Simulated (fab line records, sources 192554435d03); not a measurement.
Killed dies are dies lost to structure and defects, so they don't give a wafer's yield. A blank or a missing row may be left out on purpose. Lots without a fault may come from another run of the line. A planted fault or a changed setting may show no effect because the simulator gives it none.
Split-lot experiment | flow n5_finfet | 7 lots, 21 wafers read, on a route of 1938 steps

THE SPLIT
At N5_WELL_APT_EXPOSE_22 (exposes mask PWELL, defocus 0 nm, target cd 200 nm), the setting dose_mj was moved away from the recipe's 23.2 on 8 of the 21 wafers read, by -6.1% to +4.9%. The other wafers ran this setting at the recipe's value.

FROM THE SPLIT TO THE READING: what the file shows between them, 3 steps
- N5_WELL_APT_PEB_23: peb time 90 s (also split here: peb_time_s)
- N5_WELL_APT_DEVELOP_24: develop time 45 s
- N5_WELL_APT_HARDBAKE_29: time 120 s

THE READING
cd_nm, in nm, at N5_WELL_APT_CD_MEAS_25 (target cd 200 nm). Fault-free wafers of this fab line usually give 200.0 nm, standard deviation 1.7 nm.

wafer  | tool, chamber at the split | dose_mj as run | against the recipe | cd_nm, nm | against lot-mates on the recipe
L074.3 | krf_scanner-01, 0          | 23.2           | recipe             | 190.2     | -
L074.4 | krf_scanner-01, 0          | 23.2           | recipe             | 191.0     | -
L074.6 | krf_scanner-01, 0          | 23.2           | recipe             | 197.2     | -
L076.3 | krf_scanner-01, 0          | 21.89          | -5.6%              | 187.0     | -12.1
L076.4 | krf_scanner-01, 0          | 23.2           | recipe             | 199.1     | -
L076.6 | krf_scanner-01, 0          | 21.89          | -5.6%              | 187.8     | -11.3
L081.2 | krf_scanner-01, 0          | 23.2           | recipe             | 199.9     | -
L081.3 | krf_scanner-01, 0          | 22.66          | -2.3%              | 196.3     | -3.6
L081.4 | krf_scanner-01, 0          | 22.66          | -2.3%              | 197.3     | -2.6
L084.3 | krf_scanner-02, 0          | 23.2           | recipe             | 193.3     | -
L084.4 | krf_scanner-02, 0          | 23.2           | recipe             | 200.2     | -
L084.5 | krf_scanner-02, 0          | 24.34          | +4.9%              | 207.8     | +11.1
L094.4 | krf_scanner-02, 0          | 23.2           | recipe             | 199.5     | -
L094.5 | krf_scanner-02, 0          | 23.2           | recipe             | 199.8     | -
L094.6 | krf_scanner-02, 0          | 22.56          | -2.8%              | 193.4     | -6.2
L095.1 | krf_scanner-02, 0          | 23.2           | recipe             | 203.4     | -
L095.4 | krf_scanner-02, 0          | 23.2           | recipe             | 205.3     | -
L095.5 | krf_scanner-02, 0          | 23.2           | recipe             | 202.7     | -
L096.4 | krf_scanner-01, 0          | 21.78          | -6.1%              | 187.2     | -10.3
L096.5 | krf_scanner-01, 0          | 23.2           | recipe             | 197.5     | -
L096.6 | krf_scanner-01, 0          | 21.78          | -6.1%              | 186.5     | -11.0

THE FIT
A straight line over all 21 wafers: cd_nm changes by +1.87 nm for each +1% of dose_mj; r = +0.81; the points scatter about the line by 3.7 nm.
The same after taking each lot's own level away (the mean of its wafers on the recipe; 21 wafers): +1.96 nm for each +1%; r = +0.95; scatter 1.9 nm.
On that fit, the largest move of dose_mj shifts the reading by 12 nm.
The lots' own levels span 192.80 to 203.80 nm, that is 6.5 times the standard deviation above.
So the lot-to-lot level changes the slope little: the two slopes agree.
Check: with one of the wafers moved furthest among these (-6.1%) left out of the fit, the line predicts -12.1 nm for it against its lot-mates. It came out at -10.3 nm against them.

OTHER SPLITS ON THESE WAFERS
These wafers also went through other splits before the reading. Each is held against what the fit with the lots' levels taken away leaves over:
other split on the same wafers          | wafers away from the commonest value | r with cd_nm (lot level and that fit taken away)
N5_ZERO_LAYER_EXPOSE_08 dose_mj         | 2                                    | +0.09
N5_ZERO_LAYER_DEVELOP_10 develop_time_s | 9                                    | -0.01
N5_WELL_APT_PEB_23 peb_time_s           | 4                                    | +0.65

THE WHOLE CHAIN: every reading that the file lists as answering this split, in the file's order
step                   | what it does             | reading                                                         | change (the file's fit)              | r (the file's)
N5_WELL_APT_CD_MEAS_25 | target cd 200 nm         | cd_nm                                                           | +1.97 nm for each +1% of the setting | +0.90
N5_WELL_APT_DESCUM_30  | chemistry O2, time 7.9 s | WELL_APT.cd_nm (the simulator's own value, which no gauge read) | +1.96 nm for each +1% of the setting | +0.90

THE FILE'S OWN FIT
cd_nm changes by +1.97 nm for each +1% of dose_mj, r = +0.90.
